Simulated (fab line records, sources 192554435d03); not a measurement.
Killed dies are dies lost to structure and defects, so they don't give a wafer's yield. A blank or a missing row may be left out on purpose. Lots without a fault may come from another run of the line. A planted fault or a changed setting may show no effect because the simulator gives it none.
Which tool did it? | flow n5_finfet | 11 lots, 30 wafers sampled, at 3 steps of a route of 1938

WHAT THE GAUGES READ, wafer by wafer
N5_BEOL_M6_RS_MEAS_57: measures by four-point-probe.
lot  | measured     | on            | M6_RS (ohm/sq)
L256 | day 8 19:59  | film_metro-02 | 0.287 0.304
L258 | day 9 08:48  | film_metro-02 | 0.297 0.300 0.280
L259 | day 9 13:29  | film_metro-02 | 0.295 0.292 0.286
L261 | day 9 21:50  | film_metro-01 | 0.280 0.295 0.297
L264 | day 10 07:01 | film_metro-01 | 0.301 0.309 0.300
L263 | day 10 08:28 | film_metro-01 | 0.278 0.267 0.276
L271 | day 12 05:54 | film_metro-01 | 0.303 0.288
L274 | day 12 23:32 | film_metro-01 | 0.300 0.298
L277 | day 14 01:00 | film_metro-01 | 0.304 0.293 0.278
L278 | day 14 01:19 | film_metro-01 | 0.290 0.276 0.290
L279 | day 14 08:18 | film_metro-02 | 0.307 0.298 0.300

WHICH TOOL RAN EACH LOT (tool, then ch and the chambers of the sampled wafers, then the start)
lot  | N5_BEOL_M6_SPUTTER_48        | N5_BEOL_M6_ANNEAL_51
L256 | pvd_sputter-02, day 8 18:58  | rtp_anneal-02 ch 0, day 8 19:16
L258 | pvd_sputter-01, day 9 07:52  | rtp_anneal-01 ch 0, day 9 08:07
L259 | pvd_sputter-02, day 9 12:21  | rtp_anneal-01 ch 0, day 9 12:45
L261 | pvd_sputter-01, day 9 20:49  | rtp_anneal-01 ch 0, day 9 21:12
L264 | pvd_sputter-01, day 10 06:05 | rtp_anneal-02 ch 0, day 10 06:18
L263 | pvd_sputter-02, day 10 07:25 | rtp_anneal-01 ch 0, day 10 07:46
L271 | pvd_sputter-03, day 12 04:10 | rtp_anneal-02 ch 0, day 12 05:10
L274 | pvd_sputter-02, day 12 22:34 | rtp_anneal-01 ch 0, day 12 22:47
L277 | pvd_sputter-03, day 13 23:59 | rtp_anneal-02 ch 0, day 14 00:17
L278 | pvd_sputter-02, day 14 00:14 | rtp_anneal-02 ch 0, day 14 00:38
L279 | pvd_sputter-01, day 14 07:12 | rtp_anneal-02 ch 0, day 14 07:32
- N5_BEOL_M6_SPUTTER_48: material Cu, target thk 10 nm, time 1.667 s.
- N5_BEOL_M6_ANNEAL_51: time 90 s.

THE ANSWER, worked out from the rows above alone
Rule: what is usual is taken from the lots themselves. Put in order of their means at a reading, lots are off if they are a third of the lots or fewer, leave a main group of 4 or more, and stand apart from it by a gap of 3 or more times the standard deviation of the main group's means; of several such gaps the widest counts. A main group whose means are all the same, to the digits that the tables above print for the reading, isn't used. A lot without any number at a reading at which 4 lots or more have one is off too. The other lots that the step has rows for count as sound.
No lot is off at any reading shown: from this, nothing can be told.

WHAT THE SIMULATOR HAD PUT IN
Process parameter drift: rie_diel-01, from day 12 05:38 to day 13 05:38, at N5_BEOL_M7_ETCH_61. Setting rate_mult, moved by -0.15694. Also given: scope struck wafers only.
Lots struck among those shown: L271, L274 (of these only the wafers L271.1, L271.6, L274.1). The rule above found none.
